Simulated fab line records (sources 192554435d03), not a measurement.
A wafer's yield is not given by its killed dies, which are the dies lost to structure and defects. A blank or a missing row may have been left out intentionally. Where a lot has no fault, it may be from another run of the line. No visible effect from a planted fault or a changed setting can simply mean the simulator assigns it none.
fab line records	flow n5-finfet
record lots=6	wafers=17	last-day=17
route steps=1938 shown MOL_CONTACT_COAG@526 BEOL_M4@1111 PASSIVATION@1936
lots untouched by any fault: they come from a run of this same line in which no faults occurred
start-h: hours from the record's opening day to when the first of the lot's shown wafers began	wait-h: how many hours have passed since the lot's step before this one	" identical to the entry in the row above	L1.1+2: a single row standing in for several wafers	- either no value or no given start	* or withheld: withheld	< > ~ a bound
route shown NAME@n: names a module that has steps shown in the file, with the first one's number in the route	usual: mean/standard deviation taken from wafers without a fault	same: alike in all rows	chamber/n: place in a boat	sites: each site's reading	_std_site: standard deviation of those values	_edge_site: inner sites' mean taken away from outer sites' mean	radius-mm: for every site, how far away it sits from the centre of the wafer	mask NAME#n: copy n	behind: the tool/chamber that last shaped the wafer	hold: reason for holding the lot/hours on hold/outcome of the hold	device: the n, p or np transistor that did not switch	end of line: tests run on the same wafers once the route is complete	where a step has no rows: the recipe by itself	killed: the dies lost at the first sort to structure and to defects; this is not the yield of the wafer	map: dies across one wafer; x = killed, . = not, _ = none there
set.NAME: setting as actually run; set.NAME@STEP: the setting as run at that earlier step	model.NAME: the simulator's own value behind a step, which no gauge read
a table for each step, a row for each wafer; lots at some steps of the route
services: when a tool's chamber went out of use (start-h, in hours from the record's first day, below 0 if earlier), for how many hours, and the reason
## steps
# step N5_MOL_CONTACT_COAG_CD_MEAS_08
# recipe target-cd-nm=28	landing-energy-ev=500	detector=se-inlens	polarity=opening
# usual cd-nm=27.91/0.27
lot.wafer	tool	chamber	start-h	wait-h	cd-nm
L310.2	cd-sem-03	0	101.32	-	28.11
L310.3	"	0	"	"	27.50
L310.5	"	0	"	"	27.74
L312.1	cd-sem-01	0	113.24	-	27.63
L312.4	"	0	"	"	27.46
L312.5	"	0	"	"	27.63
L311.1	cd-sem-01	0	115.16	-	28.01
L311.3	"	0	"	"	27.99
L311.4	"	0	"	"	28.06
L313.2	cd-sem-01	0	122.09	-	27.95
L313.4	"	0	"	"	27.87
L326.2	cd-sem-02	0	202.67	-	28.16
L326.3	"	0	"	"	28.48
L326.6	"	0	"	"	28.13
L327.1	cd-sem-01	0	208.91	-	27.51
L327.2	"	0	"	"	28.48
L327.6	"	0	"	"	28.08
# step N5_MOL_CONTACT_COAG_OVL_MEAS_09
# recipe points-per-wafer=522
# usual CA_OVL=-0.3/0.57
lot.wafer	tool	chamber	start-h	wait-h	CA_OVL[nm]
L310.2	overlay-01	0	101.35	0.0	-0.2
L310.3	"	0	"	"	-0.9
L310.5	"	0	"	"	0.1
L312.1	overlay-01	0	113.27	0.0	-0.1
L312.4	"	0	"	"	-1.5
L312.5	"	0	"	"	-0.8
L311.1	overlay-01	0	115.19	0.0	-0.7
L311.3	"	0	"	"	0.6
L311.4	"	0	"	"	0.3
L313.2	overlay-02	0	122.12	0.0	0.3
L313.4	"	0	"	"	-0.2
L326.2	overlay-01	0	202.70	0.0	0.3
L326.3	"	0	"	"	0.8
L326.6	"	0	"	"	1.0
L327.1	overlay-01	0	208.94	0.0	-0.2
L327.2	"	0	"	"	-0.7
L327.6	"	0	"	"	0.3
# step N5_MOL_CONTACT_COAG_INSPECT_10
# recipe mode=adi	inspect-instrument=brightfield
# usual raw-defect-count=72/29
lot.wafer	tool	chamber	start-h	wait-h	raw-defect-count
L310.2	defect-inspect-02	-	101.41	0.0	71
L310.3	"	-	"	"	53
L310.5	"	-	"	"	51
L312.1	defect-inspect-02	-	113.33	0.1	48
L312.4	"	-	"	"	49
L312.5	"	-	"	"	77
L311.1	defect-inspect-02	-	115.25	0.1	136
L311.3	"	-	"	"	79
L311.4	"	-	"	"	73
L313.2	defect-inspect-01	-	122.18	0.0	72
L313.4	"	-	"	"	46
L326.2	defect-inspect-02	-	202.76	0.0	84
L326.3	"	-	"	"	41
L326.6	"	-	"	"	43
L327.1	defect-inspect-01	-	209.00	0.1	22
L327.2	"	-	"	"	61
L327.6	"	-	"	"	61
# step N5_MOL_CONTACT_COAG_DESCUM_13
# recipe chemistry=O2	time-s=7	source-power-w=50	bias-power-w=20	pressure-mtorr=20	rf-frequency-hz=2.712e+07	temp-c=40	resist=CAR-EUV	o2-flow-sccm=225
# usual drypump-motor-current-A=5.6/0.57	oes-product-au=0.81/0.072	rf-vpp-V=243.0/1.5	showerhead-plenum-p-Torr=2.08/0.08	throttle-valve-pct=20.46/0.21
lot.wafer	tool	chamber	start-h	wait-h	drypump-motor-current-A	oes-product-au	rf-hours-counter-h	rf-vpp-V	showerhead-plenum-p-Torr	throttle-valve-pct
L310.2	rie-diel-05	2	101.44	0.0	6.0	0.83	72	243.7	2.12	20.61
L310.3	"	1	"	"	5.8	0.87	55	242.6	2.03	20.45
L310.5	"	0	"	"	5.2	0.79	-	241.1	2.02	20.16
L312.1	rie-diel-05	1	113.42	0.1	5.9	0.87	59	243.2	2.02	20.45
L312.4	"	0	"	"	5.2	0.79	112	241.1	2.02	20.18
L312.5	"	2	"	"	6.0	0.82	-	244.8	2.12	20.61
L311.1	rie-diel-05	1	115.28	0.0	5.8	0.86	60	241.9	2.02	20.46
L311.3	"	3	"	"	4.7	0.86	49	242.7	2.06	20.56
L311.4	"	2	"	"	6.0	0.82	78	242.4	2.11	20.62
L313.2	rie-diel-05	3	122.21	0.0	4.7	0.84	52	241.8	2.06	20.56
L313.4	"	0	"	"	5.2	0.78	116	242.1	2.02	20.19
L326.2	rie-diel-03	3	202.79	0.0	5.5	0.71	171	238.9	1.93	20.55
L326.3	"	2	"	"	4.8	0.91	26	242.2	2.06	20.25
L326.6	"	2	"	"	4.8	0.90	-	242.1	2.06	20.26
L327.1	rie-diel-05	3	209.20	0.2	4.7	0.80	84	241.8	2.05	20.62
L327.2	"	2	"	"	6.0	0.78	112	243.7	2.10	20.67
L327.6	"	2	"	"	6.0	0.78	-	244.6	2.10	20.67
# step N5_MOL_CONTACT_COAG_ETCH_59
# recipe chemistry=N2/H2	target=underlayer	target-depth-a=130	mask-material=CAR-EUV	time-s=10.4	ion-energy-ev=200	pressure-mtorr=30	source-w=840	bias-w=150	n2-flow-sccm=200	h2-flow-sccm=200	ends=cleared
# usual drypump-motor-current-A=5.6/0.57	etch-rf-on-time-s=10.33/0.2	oes-product-au=0.70/0.062	rf-vpp-V=523.3/2.9	showerhead-plenum-p-Torr=2.53/0.096	throttle-valve-pct=17.87/0.2
lot.wafer	tool	chamber	start-h	wait-h	drypump-motor-current-A	etch-rf-on-time-s	oes-product-au	rf-hours-counter-h	rf-vpp-V	showerhead-plenum-p-Torr	throttle-valve-pct
L310.2	rie-diel-05	2	101.47	0.0	6.0	10.06	0.71	72	525.9	2.58	18.01
L310.3	"	1	"	"	5.9	10.40	0.73	55	521.4	2.47	17.81
L310.5	"	0	"	"	5.2	10.49	0.67	-	521.8	2.48	17.72
L312.1	rie-diel-05	1	113.45	0.0	5.8	10.16	0.74	59	522.3	2.46	17.83
L312.4	"	0	"	"	5.2	10.37	0.67	112	521.1	2.47	17.72
L312.5	"	2	"	"	6.0	10.10	0.71	-	525.2	2.58	18.05
L311.1	rie-diel-05	1	115.32	0.0	5.8	10.24	0.74	60	521.6	2.46	17.82
L311.3	"	3	"	"	4.7	10.23	0.73	49	522.1	2.47	17.87
L311.4	"	2	"	"	6.0	10.12	0.71	78	524.8	2.58	18.04
L313.2	rie-diel-05	3	122.24	0.0	4.7	10.21	0.73	52	520.7	2.47	17.90
L313.4	"	0	"	"	5.1	10.50	0.66	116	521.7	2.47	17.71
L326.2	rie-diel-03	3	202.83	0.0	5.5	10.80	0.61	171	519.1	2.33	17.98
L326.3	"	2	"	"	4.8	10.44	0.78	26	522.6	2.51	17.63
L326.6	"	2	"	"	4.8	10.36	0.79	-	520.8	2.51	17.64
L327.1	rie-diel-05	3	209.23	0.0	4.7	10.54	0.68	84	521.6	2.46	17.94
L327.2	"	2	"	"	6.0	10.14	0.68	112	523.8	2.56	18.10
L327.6	"	2	"	"	6.0	10.09	0.68	-	525.1	2.56	18.11
# step N5_MOL_CONTACT_COAG_ETCH_105
# recipe chemistry=CF4	target=SiARC	target-depth-a=156	mask-material=CAR-EUV	time-s=26	ion-energy-ev=80	pressure-mtorr=40	source-w=545	bias-w=36	Ar_flow_sccm=100	cf4-flow-sccm=100	ends=cleared
# step N5_MOL_CONTACT_COAG_ETCH_106
# recipe chemistry=N2/H2	target=SOC	target-depth-a=800	overetch-a=160	mask-material=SiARC	temp-c=40	time-s=120	ion-energy-ev=200	pressure-mtorr=30	source-w=840	bias-w=150	n2-flow-sccm=200	h2-flow-sccm=200
# step N5_MOL_CONTACT_COAG_STRIP_107
# recipe chemistry=N2/H2	temp-c=40	n2-flow-sccm=200	h2-flow-sccm=200	rf-frequency-hz=6e+07
# step N5_MOL_CONTACT_COAG_STRIP_108
# recipe chemistry=N2/H2	temp-c=40	n2-flow-sccm=200	h2-flow-sccm=200	rf-frequency-hz=6e+07
# step N5_MOL_CONTACT_COAG_CONTACT_ETCH_14
# recipe chemistry=C4F6/O2	target=SiO2	target-depth-a=275	overetch-a=85	mask-material=SOC	pressure-mtorr=30	source-w=370	bias-w=185	Ar_flow_sccm=300	C4F6_flow_sccm=16	O2_flow_sccm=10	time-s=20	ion-energy-ev=259.6
# usual drypump-motor-current-A=5.6/0.57	oes-product-au=0.69/0.058	rf-vpp-V=692/3.7	showerhead-plenum-p-Torr=2.86/0.1	throttle-valve-pct=21.28/0.2
lot.wafer	tool	chamber	start-h	wait-h	drypump-motor-current-A	oes-product-au	rf-hours-counter-h	rf-vpp-V	showerhead-plenum-p-Torr	throttle-valve-pct
L310.2	rie-diel-05	2	101.62	0.0	6.0	0.70	72	696	2.91	21.44
L310.3	"	1	"	"	5.8	0.73	55	691	2.81	21.40
L310.5	"	0	"	"	5.2	0.68	-	691	2.79	21.02
L312.1	rie-diel-05	1	113.60	0.0	5.9	0.73	60	690	2.81	21.38
L312.4	"	0	"	"	5.1	0.66	113	689	2.79	21.04
L312.5	"	2	"	"	6.0	0.70	-	693	2.90	21.45
L311.1	rie-diel-05	1	115.47	0.0	5.9	0.74	60	690	2.81	21.39
L311.3	"	3	"	"	4.7	0.73	49	691	2.81	21.25
L311.4	"	2	"	"	6.0	0.69	78	694	2.90	21.45
L313.2	rie-diel-05	3	122.39	0.0	4.7	0.73	52	691	2.81	21.27
L313.4	"	0	"	"	5.2	0.67	116	688	2.78	21.03
L326.2	rie-diel-03	3	202.97	0.0	5.5	0.62	171	684	2.66	21.37
L326.3	"	2	"	"	4.8	0.78	26	690	2.83	21.01
L326.6	"	2	"	"	4.8	0.77	-	691	2.83	21.02
L327.1	rie-diel-05	3	209.38	0.0	4.7	0.69	84	689	2.79	21.30
L327.2	"	2	"	"	6.0	0.67	112	694	2.89	21.49
L327.6	"	2	"	"	6.0	0.67	-	692	2.89	21.49
# step N5_MOL_CONTACT_COAG_STRIP_109
# recipe chemistry=C4F6/O2	resist=SiARC	rf-frequency-hz=6e+07
# step N5_MOL_CONTACT_COAG_ETCH_15
# recipe chemistry=CH3F/O2	target=SiNx	target-depth-a=70	mask-material=SOC	stop-on=Si:P	over-etch-frac=0.75	ion-energy-ev=120	pressure-mtorr=30	source-w=395	bias-w=73	Ar_flow_sccm=150	CH3F_flow_sccm=30	O2_flow_sccm=20
# usual drypump-motor-current-A=5.6/0.57	oes-product-au=0.59/0.05	rf-vpp-V=296/6	showerhead-plenum-p-Torr=1.98/0.074	throttle-valve-pct=16.33/0.19
lot.wafer	tool	chamber	start-h	wait-h	drypump-motor-current-A	oes-product-au	rf-hours-counter-h	rf-vpp-V	showerhead-plenum-p-Torr	throttle-valve-pct
L310.2	rie-diel-05	2	101.66	0.0	6.0	0.60	72	305	2.02	16.45
L310.3	"	1	"	"	5.8	0.63	55	290	1.95	16.40
L310.5	"	0	"	"	5.1	0.58	-	294	1.93	16.12
L312.1	rie-diel-05	1	113.64	0.0	5.8	0.63	60	290	1.95	16.41
L312.4	"	0	"	"	5.1	0.58	113	293	1.93	16.14
L312.5	"	2	"	"	6.0	0.59	-	305	2.02	16.47
L311.1	rie-diel-05	1	115.50	0.0	5.8	0.62	60	288	1.95	16.40
L311.3	"	3	"	"	4.7	0.62	49	291	1.95	16.27
L311.4	"	2	"	"	6.0	0.59	78	305	2.02	16.46
L313.2	rie-diel-05	3	122.43	0.0	4.7	0.63	52	290	1.95	16.29
L313.4	"	0	"	"	5.2	0.57	116	294	1.93	16.12
L326.2	rie-diel-03	3	203.01	0.0	5.5	0.53	171	299	1.84	16.44
L326.3	"	2	"	"	4.8	0.68	26	303	1.96	16.06
L326.6	"	2	"	"	4.8	0.67	-	303	1.96	16.06
L327.1	rie-diel-05	3	209.42	0.0	4.7	0.59	84	291	1.94	16.37
L327.2	"	2	"	"	6.0	0.58	112	306	2.01	16.54
L327.6	"	2	"	"	6.0	0.57	-	305	2.01	16.53
# step N5_MOL_CONTACT_COAG_ETCH_110
# recipe chemistry=CF4/O2	target=Si	target-depth-a=25	time-s=8	pressure-mtorr=100	source-w=200	bias-w=12	ion-energy-ev=60	Ar_flow_sccm=100	cf4-flow-sccm=100	O2_flow_sccm=10
# usual cf4-flow-sccm=99.96/0.27	drypump-motor-current-A=5.6/0.57	oes-product-au=0.82/0.074	rf-vpp-V=126.5/2.9	showerhead-plenum-p-Torr=2.21/0.077	throttle-valve-pct=10.72/0.21
lot.wafer	tool	chamber	start-h	wait-h	cf4-flow-sccm	drypump-motor-current-A	oes-product-au	rf-hours-counter-h	rf-vpp-V	showerhead-plenum-p-Torr	throttle-valve-pct	model.etch.depth-nm	model.SOC_of_MOL_CONTACT_COAG_COAT_103.thk-nm	model.MOL_CONTACT_COAG.cd-offset-nm
L310.2	rie-diel-05	2	101.72	0.0	99.73	6.0	0.83	72	131.1	2.24	10.79	2.562	73.4	-0.2
L310.3	"	1	"	"	100.03	5.9	0.87	55	125.8	2.18	10.76	2.521	73.6	0
L310.5	"	0	"	"	100.05	5.2	0.78	-	126.2	2.15	10.53	2.465	73.6	0.2
L312.1	rie-diel-05	1	113.70	0.0	99.83	5.9	0.86	60	124.4	2.18	10.77	2.518	73.8	0
L312.4	"	0	"	"	100.12	5.2	0.78	113	126.8	2.15	10.56	2.481	73.8	0
L312.5	"	2	"	"	99.98	6.0	0.84	-	131.0	2.24	10.79	2.567	73.6	0
L311.1	rie-diel-05	1	115.56	0.0	99.66	5.8	0.86	60	123.0	2.18	10.78	2.512	73.6	0.4
L311.3	"	3	"	"	100.13	4.7	0.63	49	125.4	2.18	10.66	1.444	74.4	-0.8
L311.4	"	2	"	"	99.92	6.0	0.61	78	132.0	2.24	10.82	1.471	74	-0.6
L313.2	rie-diel-05	3	122.49	0.0	99.46	4.7	0.85	52	123.6	2.18	10.65	2.527	73.8	0.2
L313.4	"	0	"	"	100.17	5.2	0.58	116	126.6	2.15	10.55	1.422	74.4	-0.2
L326.2	rie-diel-03	3	203.07	0.0	100.09	5.5	0.71	171	128.7	2.06	10.91	2.402	74.2	-0.2
L326.3	"	2	"	"	99.74	4.8	0.91	26	129.8	2.18	10.35	2.49	74.2	0.4
L326.6	"	2	"	"	99.51	4.8	0.92	-	128.9	2.18	10.35	2.513	74	0
L327.1	rie-diel-05	3	209.48	0.0	100.51	4.7	0.80	84	123.6	2.17	10.74	2.463	73.6	0
L327.2	"	2	"	"	99.70	6.0	0.79	112	130.0	2.23	10.92	2.568	73.6	0
L327.6	"	2	"	"	99.53	6.0	0.79	-	129.7	2.23	10.90	2.559	73.4	0
# step N5_MOL_CONTACT_COAG_STRIP_98
# recipe chemistry=N2/H2	power-w=500	temp-c=40	pressure-mtorr=50	rf-frequency-hz=6e+07	overash-fraction=0.3	bias-power-w=8	h2-frac=0.5	n2-flow-sccm=300	h2-flow-sccm=300
# usual drypump-motor-current-A=5.6/0.57	oes-product-au=0.81/0.073	rf-vpp-V=54.2/1.7	showerhead-plenum-p-Torr=3.34/0.12	throttle-valve-pct=19.0/0.32
lot.wafer	tool	chamber	start-h	wait-h	drypump-motor-current-A	oes-product-au	rf-hours-counter-h	rf-vpp-V	showerhead-plenum-p-Torr	throttle-valve-pct
L310.2	rie-diel-05	2	101.77	0.0	6.0	0.82	72	54.9	3.41	19.0
L310.3	"	1	"	"	5.9	0.86	55	53.3	3.26	18.7
L310.5	"	0	"	"	5.2	0.79	-	55.0	3.28	18.7
L312.1	rie-diel-05	1	113.74	0.0	5.9	0.87	60	54.8	3.26	18.8
L312.4	"	0	"	"	5.2	0.78	113	52.8	3.27	18.7
L312.5	"	2	"	"	6.0	0.81	-	54.8	3.40	18.9
L311.1	rie-diel-05	1	115.61	0.0	5.8	0.87	60	53.9	3.26	18.8
L311.3	"	3	"	"	4.7	0.84	49	54.2	3.27	19.3
L311.4	"	2	"	"	6.0	0.82	78	55.4	3.40	19.0
L313.2	rie-diel-05	3	122.54	0.0	4.7	0.85	52	55.7	3.27	19.4
L313.4	"	0	"	"	5.2	0.78	116	56.0	3.27	18.7
L326.2	rie-diel-03	3	203.12	0.0	5.5	0.71	171	50.8	3.09	19.1
L326.3	"	2	"	"	4.8	0.91	26	55.9	3.31	18.5
L326.6	"	2	"	"	4.8	0.90	-	53.5	3.31	18.5
L327.1	rie-diel-05	3	209.52	0.0	4.7	0.80	84	55.8	3.25	19.4
L327.2	"	2	"	"	6.0	0.77	112	56.1	3.39	19.0
L327.6	"	2	"	"	6.0	0.77	-	53.9	3.39	19.0
# step N5_BEOL_M4_RC_MEAS_101
# usual DIBL_N=35.3/1.5	DIBL_P=35.3/1.9	IOFF_N=0.145/0.027	IOFF_P=0.20/0.033	ION_N=670/12	ION_P=462/6.8	SS_N=71.3/0.6	SS_P=73.1/0.7	VT_N=251/3.4	VT_P=-251/3.2
lot.wafer	tool	chamber	start-h	wait-h	DIBL_N[mV/V]	DIBL_P[mV/V]	IOFF_N[nA/um]	IOFF_P[nA/um]	ION_N[uA/um]	ION_P[uA/um]	SS_N[mV/dec]	SS_P[mV/dec]	VT_N[mV]	VT_P[mV]
L310.2	prober-02	0	192.18	0.2	36.6	38.9	0.205	0.25	683	465	71.0	74.7	242	-251
L310.3	"	0	"	"	33.8	35.7	0.147	0.20	672	464	71.1	73.2	248	-251
L310.5	"	0	"	"	34.3	36.4	0.151	0.21	670	462	71.2	73.3	248	-252
L313.2	prober-01	0	203.93	0.2	36.6	37.0	0.159	0.26	674	471	71.5	73.6	248	-245
L313.4	"	0	"	"	34.1	33.5	0.116	0.19	649	460	70.9	72.8	255	-246
L312.1	prober-02	0	206.78	0.0	34.7	31.8	0.129	0.17	659	450	71.1	72.9	251	-253
L312.4	"	0	"	"	36.5	35.9	0.174	0.24	697	474	70.8	73.6	246	-247
L312.5	"	0	"	"	35.1	32.7	0.143	0.18	667	461	71.0	72.6	247	-251
L311.1	prober-01	0	229.90	0.0	35.5	34.6	0.123	0.17	660	454	71.0	72.4	256	-253
L311.3	"	0	"	"	36.5	36.7	0.153	0.21	674	466	70.5	73.4	251	-252
L311.4	"	0	"	"	34.8	33.5	0.119	0.17	653	454	71.1	72.4	254	-254
L326.2	prober-02	0	296.41	0.2	34.7	35.5	0.141	0.20	684	465	71.5	73.5	253	-250
L326.3	"	0	"	"	36.9	38.2	0.172	0.25	688	473	71.8	74.2	250	-248
L326.6	"	0	"	"	34.4	35.3	0.136	0.20	674	465	71.1	74.1	249	-253
L327.1	prober-01	0	302.18	0.0	34.1	35.4	0.140	0.17	679	460	71.2	72.2	250	-255
L327.2	"	0	"	"	33.9	34.3	0.126	0.16	658	452	70.9	72.6	254	-256
L327.6	"	0	"	"	32.7	33.8	0.119	0.15	669	455	69.8	72.1	253	-260
# step N5_PASSIVATION_PROBE_49
# usual defect-limited-yield=91.2/1.5	killed_at_M0_to_M3=34/11	killed_at_M4_up=14/5.4	killed-at-contacts=12/5.9	killed-at-front-end=40/12	killed-at-other=4/3.3	killed-dies=103/18	killed-on-rim=14/4.1	killed-open=68/13	killed-short=34/7.5	sort_bin_5_function=5.1/1	sort_bin_6_memory=3.3/0.7	sort-n-pass=1076/18	sort-yield-pct=91.2/1.5
# same gross-dies=1180	killed-at-back-side=0	sort_bin_4_leakage[%]=0	sort_bin_8_speed[%]=0
lot.wafer	tool	chamber	start-h	wait-h	defect-limited-yield[%]	killed_at_M0_to_M3	killed_at_M4_up	killed-at-contacts	killed-at-front-end	killed-at-other	killed-dies	killed-on-rim	killed-open	killed-short	sort_bin_5_function[%]	sort_bin_6_memory[%]	sort-n-pass	sort-yield-pct[%]
L326.2	prober-01	-	398.43	2.1	91.9	29	12	12	40	2	95	13	68	27	4.4	3.2	1085	91.9
L326.6	prober-01	-	398.63	2.3	92.9	27	10	10	37	0	84	14	59	25	4.1	2.9	1096	92.9
L327.6	prober-01	-	414.99	0.3	92.6	28	17	1	37	4	87	11	64	23	4.1	3.1	1093	92.6
# killed by level:class
L326.2 BEOL_M2:geometric-particle:open=11 MOL_CONTACT_COAG:geometric-particle:open=10 STI_FIN_REVEAL:geometric-particle:open=8 DUMMY_GATE:geometric-particle:open=8 FIN_SAQP:geometric-particle:open=5 BEOL_M7:geometric-particle:open=5 FIN_SAQP:geometric-particle:short=4 GATE_CUT:geometric-particle:short=4
L326.6 BEOL_M1:geometric-particle:open=9 DUMMY_GATE:geometric-particle:open=9 MOL_CONTACT_COAG:geometric-particle:open=8 FIN_SAQP:geometric-particle:open=6 FIN_SAQP:geometric-particle:short=5 STI_FIN_REVEAL:geometric-particle:open=5 BEOL_M0_SAQP:geometric-particle:short=4 BEOL_M0:geometric-particle:open=4
L327.6 BEOL_M1:geometric-particle:open=13 DUMMY_GATE:geometric-particle:open=8 FIN_SAQP:geometric-particle:open=6 GATE_CUT:geometric-particle:short=6 BEOL_M4:geometric-particle:open=6 STARTING-WAFER:geometric-particle:open=6 BEOL_M7:geometric-particle:open=4 BEOL_M0_SAQP:geometric-particle:open=3
## services
tool	chamber	start-h	hours	kind
rie-diel-05	-	93.41	0.3	repair
rie-diel-05	3	105.12	2.2	repair
rie-diel-03	2	109.39	-	clean
rie-diel-03	2	109.39	-	consumable-replace:focus-ring
rie-diel-03	2	109.39	17.5	scheduled-down
rie-diel-03	2	109.39	17.5	vent-cycle
rie-diel-05	0	167.54	4.6	repair
rie-diel-03	2	185.10	3.2	repair
rie-diel-05	-	196.32	1.0	repair
## key
first-sign step=N5_MOL_CONTACT_COAG_ETCH_110	reading=oes-product-au	direction=down	sigmas=2.8	usual=0.82	struck=0.61
effect none on later readings
model-effect step=N5_MOL_CONTACT_COAG_ETCH_110	value=etch.depth-nm	without=2.513	struck=1.445
met-at N5_MOL_CONTACT_COAG_ETCH_110
struck-wafers L311.3,L311.4,L313.4
onset-between 113.70 115.56
fault kind=process-parameter-drift	tool=rie-diel-05	chamber=-	onset-h=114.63	steps=N5_MOL_CONTACT_COAG_ETCH_110	channel=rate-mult	offset=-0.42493	shape=step	end-h=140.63	scope=struck-wafers-only
